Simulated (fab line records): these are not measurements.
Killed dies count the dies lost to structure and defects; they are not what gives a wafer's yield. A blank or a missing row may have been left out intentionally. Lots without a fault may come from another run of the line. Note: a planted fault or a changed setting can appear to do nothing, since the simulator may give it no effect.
Split-lot trial    flow n5 finfet    route with 1938 steps; 7 lots, 21 wafers read

== THE SPLIT ==
At N5_HKMG_FIN_ETCH_55 (etches SOC in N2/H2, target depth 240 nm, time 300 s), the setting bias w was moved away from the recipe's 150 W on 3 of the 21 wafers read, by +5.6% to +10.5%. For the rest of the wafers, this setting stayed at what the recipe calls for.

The reading is taken at the split's own step.

== THE READING ==
rf vpp V, in V, at N5_HKMG_FIN_ETCH_55 (etches SOC in N2/H2, target depth 240 nm, time 300 s). A value of 523.6 V with a standard deviation of 2.6 V is what fault-free wafers of this fab line usually give.

wafer   tool, chamber at the split  bias w as run, W  against the recipe  rf vpp V, V  against lot-mates on the recipe
L076.2  rie diel-06, 2              150               recipe              522.6        -
L076.4  rie diel-06, 3              150               recipe              523.9        -
L076.5  rie diel-06, 1              150               recipe              520.9        -
L078.2  rie diel-04, 0              150               recipe              520.8        -
L078.3  rie diel-04, 2              150               recipe              524.0        -
L078.4  rie diel-04, 1              150               recipe              528.4        -
L079.4  rie diel-05, 0              150               recipe              522.2        -
L079.5  rie diel-05, 3              150               recipe              524.5        -
L079.6  rie diel-05, 0              150               recipe              523.9        -
L081.1  rie diel-06, 3              165.7             +10.5%              556.3        +33.0
L081.2  rie diel-06, 2              150               recipe              523.3        -
L081.6  rie diel-06, 0              165.7             +10.5%              561.3        +38.0
L083.3  rie diel-04, 0              150               recipe              519.8        -
L083.4  rie diel-04, 1              150               recipe              527.5        -
L083.5  rie diel-04, 1              150               recipe              526.7        -
L084.2  rie diel-06, 1              150               recipe              521.8        -
L084.3  rie diel-06, 3              150               recipe              522.6        -
L084.6  rie diel-06, 2              150               recipe              523.1        -
L096.2  rie diel-04, 1              150               recipe              527.4        -
L096.4  rie diel-04, 3              158.4             +5.6%               546.0        +22.2
L096.5  rie diel-04, 0              150               recipe              520.2        -

FIT RESULTS
A straight line over all 21 wafers: rf vpp V changes by +3.44 V for each +1% of bias w; r = +0.97; the points scatter about the line by 2.7 V.
The same after taking each lot's own level away (the mean of its wafers on the recipe; 21 wafers): +3.46 V for each +1%; r = +0.98; scatter 2.5 V.
The reading moves by 36 V for the largest change in bias w, on that fit.
Across the lots, their own levels run from 522.47 to 524.67 V, a range of 0.8 times the standard deviation given above.
Consequently the slope shifts little with the lot-to-lot level, the two slopes agreeing.
Check: with one of the wafers moved furthest among these (+10.5%) left out of the fit, the line predicts +38.8 V for it against its lot-mates. Against them it came out at +33 V.
Tool readings at the split's step, against how far the setting was moved: rf vpp V r = +0.97.

== OTHER SPLITS APPLIED TO THESE WAFERS ==
Before the reading, these wafers also passed through other splits. Each is held against what the fit with the lots' levels taken away leaves over:
other split on the same wafers      wafers away from the commonest value  r with rf vpp V (lot level and that fit taken away)
N5_DUMMY_GATE_COAT_28 spin rpm      3                                     +0.41
N5_SD_EPI_N_ETCH_16 target depth a  5                                     +0.29
N5_SDB_ETCH_25 time s               4                                     +0.51
N5_HKMG_FIN_COAT_43 spin rpm        2                                     -0.09

== THE WHOLE CHAIN: every reading that the file lists as answering this split, in the file's order ==
step                 what it does                                          reading                                                                            change (the file's fit)               r (the file's)
N5_HKMG_FIN_ETCH_55  etches SOC in N2/H2, target depth 240 nm, time 300 s  rf vpp V                                                                           +3.52 V for each +1% of the setting   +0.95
N5_HKMG_FIN_ETCH_55  etches SOC in N2/H2, target depth 240 nm, time 300 s  etch.depth nm (the simulator's own value, which no gauge read)                     +1.85 nm for each +1% of the setting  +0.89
N5_HKMG_FIN_ETCH_55  etches SOC in N2/H2, target depth 240 nm, time 300 s  HKMG_FIN.feature depth nm (the simulator's own value, which no gauge read)         +1.85 nm for each +1% of the setting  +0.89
N5_HKMG_FIN_ETCH_55  etches SOC in N2/H2, target depth 240 nm, time 300 s  SiARC_of_HKMG_FIN_COAT_42.thk nm (the simulator's own value, which no gauge read)  -0.21 nm for each +1% of the setting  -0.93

== FILE'S OWN FIT ==
rf vpp V changes by +3.52 V for each +1% of bias w, r = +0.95.
